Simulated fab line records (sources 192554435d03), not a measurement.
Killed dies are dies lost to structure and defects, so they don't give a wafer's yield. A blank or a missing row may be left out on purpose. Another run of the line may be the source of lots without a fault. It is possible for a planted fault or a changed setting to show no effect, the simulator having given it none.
Split-lot study ; flow n5Finfet ; on a route of 1938 steps: 7 lots, 21 wafers read

ABOUT THE SPLIT
At N5_BEOL_M3_VIA_ETCH_34 (etches the open film in C4F6/O2, target depth 69.4 nm, time 65.9 s), the setting biasW was moved away from the recipe's 170 W on 6 of the 21 wafers read, by -16.8% to +12.1%. All remaining wafers had this setting at the recipe value.

The split's own step is where the reading is taken.

THE READING
rfVppV, in V, at N5_BEOL_M3_VIA_ETCH_34 (etches the open film in C4F6/O2, target depth 69.4 nm, time 65.9 s). Fault-free wafers of this fab line usually give 664 V, standard deviation 6.5 V.

wafer;tool, chamber at the split;biasW as run, W;against the recipe;rfVppV, V;against lot-mates on the recipe
L074.2;rieDiel-04, 1;159;-6.5%;641;-24
L074.3;rieDiel-04, 0;170;recipe;667;-
L074.4;rieDiel-04, 3;170;recipe;662;-
L076.3;rieDiel-02, 3;170;recipe;672;-
L076.4;rieDiel-02, 1;170;recipe;655;-
L076.6;rieDiel-02, 0;170;recipe;661;-
L080.3;rieDiel-02, 2;170;recipe;660;-
L080.4;rieDiel-02, 0;170;recipe;661;-
L080.5;rieDiel-02, 1;170;recipe;656;-
L085.3;rieDiel-04, 1;141.5;-16.8%;583;-94
L085.4;rieDiel-04, 2;141.5;-16.8%;570;-107
L085.5;rieDiel-04, 1;170;recipe;677;-
L088.4;rieDiel-02, 0;190.5;+12.1%;723;+67
L088.5;rieDiel-02, 2;190.5;+12.1%;723;+67
L088.6;rieDiel-02, 1;170;recipe;656;-
L093.2;rieDiel-02, 2;170;recipe;662;-
L093.3;rieDiel-02, 3;148.3;-12.8%;602;-64
L093.5;rieDiel-02, 3;170;recipe;670;-
L091.1;rieDiel-04, 0;170;recipe;666;-
L091.2;rieDiel-04, 2;170;recipe;659;-
L091.6;rieDiel-04, 1;170;recipe;675;-

THE FIT
A straight line over all 21 wafers: rfVppV changes by +5.01 V for each +1% of biasW; r = +0.98; the points scatter about the line by 6.8 V.
The same after taking each lot's own level away (the mean of its wafers on the recipe; 21 wafers): +5.64 V for each +1%; r = +0.99; scatter 6.2 V.
According to that fit, moving biasW by its largest amount changes the reading by 95 V.
Across the lots, their own levels run from 656.0 to 677.0 V, a range of 3.2 times the standard deviation given above.
So the lot-to-lot level changes the slope: the two fits differ.
Check: for one of the wafers moved furthest among these (-16.8%), held out of the fit, the line's prediction against its lot-mates is -94.3 V. Against them it came out at -94 V.
Tool readings at the split's step, against how far the setting was moved: rfVppV r = +0.98.

THE OTHER SPLITS THESE WAFERS WENT THROUGH
Other splits were also applied to these wafers ahead of the reading. Each is held against what the fit with the lots' levels taken away leaves over:
other split on the same wafers;wafers away from the commonest value;r with rfVppV (lot level and that fit taken away)
N5_HKMG_FIN_ETCH_86 targetDepthA;7;+0.08
N5_MOL_CONTACT_COAG_CONTACT_ETCH_14 sourceW;7;-0.13
N5_MOL_CONTACT_COAG_ETCH_67 sourceW;4;-0.03
N5_MOL_CONTACT_COAG_ETCHBACK_136 targetDepthA;6;-0.20
N5_BEOL_M0_SAQP_SPACER1_ALD_98 tempC;6;+0.04
N5_BEOL_M0_ETCH_138 sourceW;6;-0.17
N5_BEOL_M1_ETCH_64 biasW;8;+0.26
N5_BEOL_M2_COAT_68 spinRpm;4;-0.06
N5_BEOL_M3_DESCUM_33 timeS;4;-0.05

FILE'S OWN FIT
rfVppV changes by +5.49 V for each +1% of biasW, r = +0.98.
